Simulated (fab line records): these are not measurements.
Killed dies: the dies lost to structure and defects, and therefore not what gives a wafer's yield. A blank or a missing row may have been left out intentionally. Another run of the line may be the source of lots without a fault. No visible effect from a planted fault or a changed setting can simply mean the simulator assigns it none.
fab line records	flow n5Finfet
record: lots: 4	wafers: 12	lastDay: 17
route steps=1938 shown BEOL_M0_SAQP@657 BEOL_M0@715 BEOL_M4@1111 PASSIVATION@1936
lots that met no fault: from a run of the same line without faults
startH: the number of hours between the record's first day and the start of the first shown wafer of the lot	waitH: hours since the lot's step before	" the same as in the row above	L1.1+2: several wafers, shown together as one row	- either no value or no given start	* or withheld: withheld	< > ~ a bound
route shown NAME@n: names a module that has steps shown in the file, with the first one's number in the route	usual: mean/standard deviation of fault-free wafers	same: alike in all rows	chamber/n: place in a boat	sites: per-site readings	_std_site: standard deviation of those values	_edge_site: outer sites' mean less inner sites'	radiusMm: for every site, how far away it sits from the centre of the wafer	mask NAME#n: copy n	behind: the tool/chamber that last shaped the wafer	hold: why the lot went on hold/how many hours it stayed there/how the hold came to an end	device: the n, p or np transistor that did not switch	end of line: the same wafers' tests at the end of the route	step lacking rows: just its recipe	killed: count of dies lost to structure and defects at first sort (not the wafer's yield)	map: the dies of a wafer, with x for killed, . for not killed, _ for no die there
set.NAME: the setting the step ran with; set.NAME@STEP: the setting that earlier step ran with	model.NAME: the simulator's own value behind a step, which no gauge read
a table for each step, a row for each wafer; lots at some steps of the route
services: from which hour (startH, from the record's first day; less than 0 if before it) a tool's chamber was out of use, for how many hours, and why
== steps ==
step: N5_BEOL_M0_SAQP_STRIP_113
recipe: chemistry: CHF3/O2	resist: SiARC	rfFrequencyHz: 6e+07
step: N5_BEOL_M0_SAQP_MANDREL_ETCH_20
recipe: targetDepthA: 600	chemistry: HBr/Cl2	target: a-Si	stopOn: SiNx	btTimeS: 10	maskMaterial: SOC	overEtchFrac: 0.5	timeS: 30	pressureMtorr: 10	icpW: 800	biasW: 75	HBr_flow_sccm: 150	Cl2_flow_sccm: 80	ends: endPoint
step: N5_BEOL_M0_SAQP_STRIP_86
recipe: chemistry: N2/H2	powerW: 500	tempC: 40	pressureMtorr: 50	rfFrequencyHz: 6e+07	overashFraction: 0.3	biasPowerW: 28	h2Frac: 0.5	n2FlowSccm: 300	h2FlowSccm: 300
step: N5_BEOL_M0_SAQP_STRIP_115
recipe: chemistry: postEtchResidueRemover	timeS: 60	tempC: 25	removerPh: withheld	removerWaterWtPct: withheld	removerFluorideWtPct: withheld
step: N5_BEOL_M0_SAQP_SRD_93
recipe: dry: ipaMarangoni	timeS: 30	tempC: 23	rinseLiquid: diw
step: N5_BEOL_M0_SAQP_RECESS_114
recipe: chemistry: HF/NH3	target: SiO2	targetDepthA: 144	afsCycles: 3	tempC: 30	sublimationTempC: 180	sublimationTimeS: 60
step: N5_BEOL_M0_SAQP_SPACER1_ALD_98
recipe: material: SiO2	targetThkA: 128	tempC: 300	aldPrecursorFamily: BDEAS	aldCoReactant: O2-plasma	pulseTimeS: 1	purgeTimeS: 2	coReactantPurgeTimeS: 2	aldCycles: 138	pressureTorr: 2
step: N5_BEOL_M0_SAQP_SPACER1_ETCHBACK_99
recipe: chemistry: CHF3/O2	mode: anisotropicEtchback	target: SiO2	targetDepthA: 154	timeS: 7.7	pressureMtorr: 30	sourceW: 650	biasW: 170	Ar_flow_sccm: 200	CHF3_flow_sccm: 50	O2_flow_sccm: 5	ionEnergyEv: 200
step: N5_BEOL_M0_SAQP_MANDREL1_REMOVE_100
recipe: chemistry: HBr/Cl2/O2	btTimeS: 10	target: a-Si	stopOn: SiNx	endpoint: OES-SiCl	overEtchFrac: 0.85	icpW: 600	biasW: 30	HBr_flow_sccm: 150	Cl2_flow_sccm: 80	O2_flow_sccm: 5	pressureMtorr: 10
step: N5_BEOL_M0_SAQP_ETCH_101
recipe: chemistry: CH3F/O2	target: SiNx	maskMaterial: SiO2	targetDepthA: 299	timeS: 42.7	pressureMtorr: 30	sourceW: 395	biasW: 73	Ar_flow_sccm: 150	CH3F_flow_sccm: 30	O2_flow_sccm: 20	ionEnergyEv: 120
step: N5_BEOL_M0_SAQP_ETCH_102
recipe: chemistry: CF4	target: SiO2	targetDepthA: 40	ionEnergyEv: 350	timeS: 4.4	pressureMtorr: 10	icpW: 800	biasW: 400	cf4FlowSccm: 80
step: N5_BEOL_M0_SAQP_MANDREL_ETCH_103
recipe: chemistry: HBr/Cl2	target: a-Si	targetDepthA: 450	btTimeS: 10	stopOn: SiCN	maskMaterial: SiO2	overEtchFrac: 0.8	timeS: 27	pressureMtorr: 10	icpW: 800	biasW: 75	HBr_flow_sccm: 150	Cl2_flow_sccm: 80	ends: endPoint
usual: HBr_flow_sccm: 150.0/0.46	drypumpMotorCurrentA: 5.6/0.47	oesProductAu: 0.677/0.013	throttleValvePct: 35.6/0.32
lot.wafer	tool	chamber	startH	waitH	HBr_flow_sccm	drypumpMotorCurrentA	oesProductAu	rfHoursCounterH	throttleValvePct	model.SiCN_of_BEOL_M0_SAQP_PECVD_03.thkNm
L991.1	rieSi-06	3	161.95	0.0	149.4	5.5	0.652	124	36.1	8.8
L991.3	"	2	"	"	148.8	6.5	0.667	6	35.1	8.8
L991.5	"	2	"	"	149.3	6.5	0.679	-	35.1	8.8
L997.1	rieSi-06	2	196.41	0.0	149.9	6.5	0.684	6	35.0	9.2
L997.4	"	0	"	"	149.8	5.4	0.691	136	35.6	9.8
L997.6	"	2	"	"	149.5	6.5	0.689	-	35.1	9.4
L100.2	rieSi-06	1	213.85	0.0	150.3	4.8	0.670	99	36.0	9.6
L100.5	"	3	"	"	149.7	5.6	0.655	-	36.0	9.8
L100.6	"	2	"	"	148.9	6.5	0.665	-	35.1	9.8
L105.1	rieSi-03	0	240.71	0.0	150.5	5.1	0.666	29	35.6	9
L105.5	"	3	"	"	150.5	5.9	0.670	-	35.4	9.4
L105.6	"	0	"	"	150.3	5.1	0.681	-	35.6	9
step: N5_BEOL_M0_SAQP_RECESS_104
recipe: chemistry: HF/NH3	target: SiO2	targetDepthA: 180	afsCycles: 3	tempC: 30	sublimationTempC: 180	sublimationTimeS: 60
step: N5_BEOL_M0_SAQP_COAT_105
recipe: resist: SOC	tempC: 250	timeS: 60	spinRpm: 1500	resistThkNm: 100
step: N5_BEOL_M0_SAQP_ETCH_106
recipe: chemistry: N2/H2	target: SOC	targetDepthA: 1500	stopOn: SiNx	ionEnergyEv: 100	biasW: 61	pressureMtorr: 30	sourceW: 850	n2FlowSccm: 200	h2FlowSccm: 200
step: N5_BEOL_M0_SAQP_ETCH_107
recipe: chemistry: CH3F/O2	target: SiNx	targetDepthA: 300	maskMaterial: SOC	pressureMtorr: 30	sourceW: 395	biasW: 73	Ar_flow_sccm: 150	CH3F_flow_sccm: 30	O2_flow_sccm: 20	ionEnergyEv: 120
step: N5_BEOL_M0_SAQP_STRIP_108
recipe: chemistry: N2/H2	powerW: 500	tempC: 40	pressureMtorr: 50	rfFrequencyHz: 6e+07	overashFraction: 0.3	biasPowerW: 28	h2Frac: 0.5	n2FlowSccm: 300	h2FlowSccm: 300
step: N5_BEOL_M0_SAQP_RECESS_109
recipe: chemistry: HF/NH3	target: SiO2	targetDepthA: 30	afsCycles: 1	tempC: 30	sublimationTempC: 180	sublimationTimeS: 60
usual: drypumpMotorCurrentA: 5.9/0.51
lot.wafer	tool	chamber	startH	waitH	drypumpMotorCurrentA	model.SiCN_of_BEOL_M0_SAQP_PECVD_03.thkNm
L991.1	vaporEtch-01	1	162.98	0.0	5.0	8.4
L991.3	"	1	"	"	5.0	8.4
L991.5	"	1	"	"	4.9	8.6
L997.1	vaporEtch-02	0	197.10	0.0	6.3	8.8
L997.4	"	1	"	"	6.1	9.4
L997.6	"	1	"	"	6.1	9.2
L100.2	vaporEtch-01	1	214.58	0.1	4.9	9.2
L100.5	"	1	"	"	5.0	9.4
L100.6	"	1	"	"	4.9	9.4
L105.1	vaporEtch-02	1	241.40	0.0	6.1	8.6
L105.5	"	0	"	"	6.3	9
L105.6	"	1	"	"	6.0	8.8
step: N5_BEOL_M0_SAQP_SPACER2_ALD_26
recipe: material: SiO2	targetThkA: 150	tempC: 300	aldPrecursorFamily: BDEAS	aldCoReactant: O2-plasma	pulseTimeS: 1	purgeTimeS: 2	coReactantPurgeTimeS: 2	pressureTorr: 2
step: N5_BEOL_M0_SAQP_SPACER2_ETCHBACK_27
recipe: chemistry: CHF3/O2	mode: anisotropicEtchback	target: SiO2	targetDepthA: 225	timeS: 11.25	pressureMtorr: 30	sourceW: 650	biasW: 170	Ar_flow_sccm: 200	CHF3_flow_sccm: 50	O2_flow_sccm: 5	ionEnergyEv: 200
step: N5_BEOL_M0_SAQP_MANDREL2_REMOVE_110
recipe: chemistry: HBr/Cl2/O2	btTimeS: 10	target: a-Si	stopOn: SiCN	endpoint: OES-SiCl	overEtchFrac: 1	icpW: 600	biasW: 30	HBr_flow_sccm: 150	Cl2_flow_sccm: 80	O2_flow_sccm: 5	pressureMtorr: 10
step: N5_BEOL_M0_SAQP_COAT_69
recipe: resist: SOC	tempC: 250	timeS: 60	spinRpm: 1500	resistThkNm: 90
step: N5_BEOL_M0_SAQP_COAT_72
recipe: resist: SiARC	tempC: 220	timeS: 60	spinRpm: 1500	resistThkNm: 15
step: N5_BEOL_M0_SAQP_COAT_87
recipe: resist: underlayer	tempC: 205	timeS: 60	spinRpm: 1500	resistThkNm: 5
step: N5_BEOL_M0_SAQP_COAT_34
recipe: resist: CAR-EUV	spinRpm: 1500	resistThkNm: 30
step: N5_BEOL_M0_SAQP_EBR_36
recipe: solvent: PGMEA	ebrWidthMm: 1.5
step: N5_BEOL_M0_SAQP_SOFTBAKE_35
recipe: tempC: 110	timeS: 60	resist: CAR-EUV
step: N5_BEOL_M0_SAQP_EXPOSE_37
recipe: maskId: M0_CUT1	na: 0.33	sourceShape: annular	sigmaInner: 0.35	sigmaOuter: 0.8	polarization: unpolarized	targetCdNm: 30	doseMj: 44.75
step: N5_BEOL_M0_SAQP_PEB_38
recipe: pebTempC: 100	pebTimeS: 60	resist: CAR-EUV
step: N5_BEOL_M0_SAQP_DEVELOP_39
recipe: developTimeS: 30	developer: TMAH	resist: CAR-EUV	rinseLiquid: surfactantRinse	dry: airSpin	devTempC: 23
step: N5_BEOL_M0_SAQP_DESCUM_45
recipe: chemistry: O2	timeS: 7	sourcePowerW: 50	biasPowerW: 20	pressureMtorr: 20	rfFrequencyHz: 2.712e+07	tempC: 40	resist: CAR-EUV	o2FlowSccm: 225
step: N5_BEOL_M0_SAQP_ETCH_88
recipe: chemistry: N2/H2	target: underlayer	targetDepthA: 65	timeS: 5.2	ionEnergyEv: 200	maskMaterial: CAR-EUV	pressureMtorr: 30	sourceW: 840	biasW: 150	n2FlowSccm: 200	h2FlowSccm: 200	ends: cleared
step: N5_BEOL_M0_SAQP_ETCH_73
recipe: chemistry: CF4	target: SiARC	targetDepthA: 195	maskMaterial: CAR-EUV	timeS: 32.5	ionEnergyEv: 80	pressureMtorr: 40	sourceW: 545	biasW: 36	Ar_flow_sccm: 100	cf4FlowSccm: 100	ends: cleared
step: N5_BEOL_M0_SAQP_CUT_ETCH_46
recipe: chemistry: N2/H2	target: SOC	targetDepthA: 1350	overetchA: 270	tempC: 40	timeS: 202.5	ionEnergyEv: 200	maskMaterial: SiARC	pressureMtorr: 30	sourceW: 840	biasW: 150	n2FlowSccm: 200	h2FlowSccm: 200
step: N5_BEOL_M0_SAQP_STRIP_74
recipe: chemistry: N2/H2	tempC: 40	n2FlowSccm: 200	h2FlowSccm: 200	rfFrequencyHz: 6e+07
step: N5_BEOL_M0_SAQP_STRIP_89
recipe: chemistry: N2/H2	tempC: 40	n2FlowSccm: 200	h2FlowSccm: 200	rfFrequencyHz: 6e+07
step: N5_BEOL_M0_SAQP_ALD_48
recipe: material: SiO2	targetThkA: 200	tempC: 100	aldPrecursorFamily: BDEAS	aldCoReactant: O2-plasma	pulseTimeS: 1	coReactantPulseTimeS: 1	purgeTimeS: 2	coReactantPurgeTimeS: 2	aldCycles: 139	pressureTorr: 2
step: N5_BEOL_M0_ETCH_138
recipe: chemistry: CH3F/O2	targetDepthA: 120	target: SiCN	timeS: 31.6	ionEnergyEv: 120	pressureMtorr: 30	sourceW: 395	biasW: 75	Ar_flow_sccm: 150	CH3F_flow_sccm: 30	O2_flow_sccm: 20	ends: cleared
usual: O2_flow_sccm: 20.01/0.057	drypumpMotorCurrentA: 5.7/0.41	etchRfOnTimeS: 28.9/0.94	oesProductAu: 0.70/0.081	rfVppV: 297.9/1.4	showerheadPlenumPTorr: 2.03/0.058	throttleValvePct: 16.32/0.23
lot.wafer	tool	chamber	startH	waitH	O2_flow_sccm	drypumpMotorCurrentA	etchRfOnTimeS	oesProductAu	rfHoursCounterH	rfVppV	showerheadPlenumPTorr	throttleValvePct	model.etch.depthNm
L991.1	rieDiel-01	0	166.42	0.0	20.07	6.7	29.9	0.59	250	298.1	2.05	16.60	8.5
L991.3	"	3	"	"	20.01	5.5	28.6	0.61	217	296.7	1.98	16.49	8.433
L991.5	"	2	"	"	20.02	5.3	29.2	0.60	-	296.2	1.98	16.58	8.514
L997.1	rieDiel-06	0	200.31	0.0	19.95	5.1	30.6	0.66	146	298.6	2.09	16.41	8.766
L997.4	"	0	"	"	20.10	5.1	32.8	0.66	-	298.5	2.09	16.41	9.432
L997.6	"	1	"	"	19.86	6.0	30.7	0.75	-	300.0	2.14	16.11	9.151
L100.2	rieDiel-06	1	218.09	0.0	19.87	6.1	31.0	0.74	51	300.4	2.13	16.12	9.209
L100.5	"	2	"	"	19.99	5.6	31.9	0.85	-	297.1	2.05	16.12	9.4
L100.6	"	1	"	"	19.94	6.0	31.7	0.74	-	300.3	2.13	16.13	9.435
L105.1	rieDiel-06	2	244.76	0.0	20.01	5.5	29.5	0.80	14	298.9	2.05	16.14	8.688
L105.5	"	0	"	"	20.12	5.1	31.4	0.65	-	299.3	2.09	16.45	9.025
L105.6	"	3	"	"	20.00	5.7	28.9	0.64	-	298.0	1.97	16.68	8.717
step: N5_BEOL_M0_ETCH_128
recipe: chemistry: CF4/N2	targetDepthA: 120	overetchA: 51	target: SiCN	timeS: 21.4	ionEnergyEv: 150	pressureMtorr: 40	sourceW: 430	biasW: 70	Ar_flow_sccm: 100	cf4FlowSccm: 60	n2FlowSccm: 60
usual: drypumpMotorCurrentA: 5.8/0.45	oesProductAu: 0.56/0.063	rfVppV: 382.8/1.6	showerheadPlenumPTorr: 2.23/0.056	throttleValvePct: 15.42/0.25
lot.wafer	tool	chamber	startH	waitH	drypumpMotorCurrentA	oesProductAu	rfHoursCounterH	rfVppV	showerheadPlenumPTorr	throttleValvePct	model.etch.depthNm
L991.1	rieDiel-06	0	168.78	0.5	5.1	0.55	131	384.3	2.31	15.48	8.5
L991.3	"	2	"	"	5.5	0.48	245	385.7	2.27	15.74	8.433
L991.5	"	0	"	"	5.2	0.55	-	383.8	2.31	15.46	8.514
L997.1	rieDiel-01	0	200.73	0.0	6.7	0.65	6	383.7	2.26	15.21	8.766
L997.4	"	3	"	"	5.4	0.50	232	380.3	2.18	15.63	9.432
L997.6	"	2	"	"	5.3	0.49	-	380.3	2.17	15.72	9.151
L100.2	rieDiel-03	3	220.43	0.0	5.7	0.65	19	379.8	2.16	15.01	9.209
L100.5	"	0	"	"	5.9	0.64	-	384.1	2.25	15.45	9.4
L100.6	"	3	"	"	5.7	0.67	-	381.6	2.16	15.00	9.435
L105.1	rieDiel-03	0	246.05	0.1	5.8	0.60	39	382.3	2.24	15.46	8.688
L105.5	"	0	"	"	5.8	0.63	-	382.4	2.24	15.45	9.025
L105.6	"	3	"	"	5.7	0.62	-	381.7	2.16	15.03	8.717
step: N5_BEOL_M4_RC_MEAS_101
usual: DIBL_N: 36.0/1.7	DIBL_P: 36.0/2	IOFF_N: 0.156/0.028	IOFF_P: 0.21/0.04	ION_N: 673/12	ION_P: 463/8.3	SS_N: 71.4/0.6	SS_P: 73.3/0.66	VT_N: 250/3	VT_P: -250/3.8
lot.wafer	tool	chamber	startH	waitH	DIBL_N[mV/V]	DIBL_P[mV/V]	IOFF_N[nA/um]	IOFF_P[nA/um]	ION_N[uA/um]	ION_P[uA/um]	SS_N[mV/dec]	SS_P[mV/dec]	VT_N[mV]	VT_P[mV]
L991.1	prober-02	0	207.88	0.0	37.3	35.2	0.166	0.20	661	455	72.5	73.8	252	-251
L991.3	"	0	"	"	36.4	35.3	0.167	0.21	680	473	71.4	74.1	249	-250
L991.5	"	0	"	"	36.3	35.7	0.160	0.22	676	468	70.8	74.0	251	-248
L997.1	prober-01	0	244.96	0.0	36.6	36.7	0.176	0.22	683	466	71.8	72.6	246	-251
L997.4	"	0	"	"	35.9	35.5	0.157	0.21	675	461	70.7	72.9	250	-250
L997.6	"	0	"	"	35.3	34.6	0.143	0.19	662	451	71.7	72.9	252	-252
L100.2	prober-02	0	274.30	0.2	36.8	36.6	0.163	0.23	694	475	71.6	72.9	247	-247
L100.5	"	0	"	"	38.2	37.5	0.184	0.24	700	476	72.0	73.9	248	-245
L100.6	"	0	"	"	38.3	37.1	0.164	0.23	673	463	72.0	73.0	250	-249
L105.1	prober-01	0	298.51	0.0	33.8	32.2	0.107	0.14	638	443	71.5	72.4	257	-259
L105.5	"	0	"	"	33.1	31.8	0.107	0.13	661	452	71.0	71.8	255	-258
L105.6	"	0	"	"	36.6	36.4	0.147	0.18	663	455	71.3	73.4	253	-255
step: N5_PASSIVATION_PROBE_49
usual: defectLimitedYield: 91.6/1.6	killed_at_M0_to_M3: 31/10	killed_at_M4_up: 14/6.3	killedAtContacts: 12/6.1	killedAtFrontEnd: 39/12	killedAtOther: 3.7/2.8	killedDies: 100/19	killedOpen: 66/14	killedShort: 33/8.1	sort_bin_5_function: 5.0/1.1	sort_bin_6_memory: 3.2/0.66	sort_bin_8_speed: 0.01/0.077	sortNPass: 1080/18	sortYieldPct: 91.6/1.6
same: grossDies: 1180	killedAtBackSide: 0	sort_bin_4_leakage[%]: 0
lot.wafer	tool	chamber	startH	waitH	defectLimitedYield[%]	killed_at_M0_to_M3	killed_at_M4_up	killedAtContacts	killedAtFrontEnd	killedAtOther	killedDies	killedOpen	killedShort	sort_bin_5_function[%]	sort_bin_6_memory[%]	sort_bin_8_speed[%]	sortNPass	sortYieldPct[%]
L997.1	prober-02	-	347.30	0.0	90.5	49	20	15	25	3	112	74	37	5.6	3.7	0	1068	90.5
L997.4	prober-02	-	347.45	0.2	93.1	31	13	8	26	4	82	54	28	4.1	2.5	0	1098	93.1
L997.6	prober-02	-	347.55	0.3	92.8	19	14	7	43	2	85	58	27	4.7	2.1	0	1095	92.8
killed by level:class
L997.1 MOL_CONTACT_COAG:geometricParticle:open=10 BEOL_M0_SAQP:geometricParticle:open=9 BEOL_M1:geometricParticle:open=9 BEOL_M1:geometricParticle:short=8 BEOL_M4:geometricParticle:open=8 BEOL_M2:geometricParticle:open=7 BEOL_M0_SAQP:geometricParticle:short=6 MOL_CONTACT_COAG:geometricParticle:short=5
L997.4 MOL_CONTACT_COAG:geometricParticle:open=8 BEOL_M0_SAQP:geometricParticle:short=8 ILD0:geometricParticle:open=6 BEOL_M0_SAQP:geometricParticle:open=6 BEOL_M4:geometricParticle:open=6 FIN_SAQP:geometricParticle:open=5 BEOL_M1:geometricParticle:open=5 BEOL_M1:geometricParticle:short=4
L997.6 DUMMY_GATE:geometricParticle:open=9 FIN_SAQP:geometricParticle:short=7 STI_FIN_REVEAL:geometricParticle:open=6 ILD0:geometricParticle:open=6 MOL_CONTACT_COAG:geometricParticle:open=6 FIN_SAQP:geometricParticle:open=5 BEOL_M2:geometricParticle:open=5 BEOL_M0_SAQP:geometricParticle:open=4
== services ==
tool	chamber	startH	hours	kind
rieSi-03	3	138.95	7.1	repair
rieDiel-06	-	139.31	0.5	repair
rieDiel-03	3	140.46	-	clean
rieDiel-03	3	140.46	-	consumableReplace:focusRing
rieDiel-03	3	140.46	22.1	scheduledDown
rieDiel-03	3	140.46	22.1	ventCycle
rieDiel-06	3	155.87	5.8	repair
rieSi-03	1	165.83	4.1	repair
rieDiel-01	0	167.59	-	clean
rieDiel-01	0	167.59	-	consumableReplace:focusRing
rieDiel-01	0	167.59	20.5	scheduledDown
rieDiel-01	0	167.59	20.5	ventCycle
rieDiel-06	2	184.66	-	clean
rieDiel-06	2	184.66	-	consumableReplace:focusRing
rieDiel-06	2	184.66	21.6	scheduledDown
rieDiel-06	2	184.66	21.6	ventCycle
vaporEtch-01	0	199.45	2.6	repair
rieSi-03	3	206.51	30.3	repair
vaporEtch-01	0	207.64	26.0	repair
rieSi-03	1	209.33	14.4	repair
rieDiel-01	2	210.24	-	clean
rieDiel-03	-	221.21	0.3	repair
vaporEtch-01	-	223.52	14.1	repair
rieSi-06	2	245.23	5.5	repair
== key ==
firstSign: step: N5_BEOL_M0_ETCH_138	reading: etchRfOnTimeS	direction: up	sigmas: 2.8	usual: *	struck: *
effect none on later readings
modelEffect: step: N5_BEOL_M0_SAQP_MANDREL_ETCH_103	value: SiCN_of_BEOL_M0_SAQP_PECVD_03.thkNm	without: 8.567	struck: 9.6
modelEffect: step: N5_BEOL_M0_SAQP_RECESS_109	value: SiCN_of_BEOL_M0_SAQP_PECVD_03.thkNm	without: 8.233	struck: 9.233
modelEffect: step: N5_BEOL_M0_ETCH_138	value: etch.depthNm	without: 8.225	struck: 9.232
modelEffect: step: N5_BEOL_M0_ETCH_128	value: etch.depthNm	without: 8.934	struck: 9.232
metAt N5_BEOL_M0_SAQP_MANDREL_ETCH_103
struckWafers L997.1,L997.4,L997.6,L100.2,L100.5,L100.6
onsetBetween 161.95 196.41
fault: kind: processParameterDrift	tool: rieSi-06	chamber: -	onsetH: 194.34	steps: N5_BEOL_M0_SAQP_MANDREL_ETCH_103	channel: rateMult	offset: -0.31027	shape: step	endH: 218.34
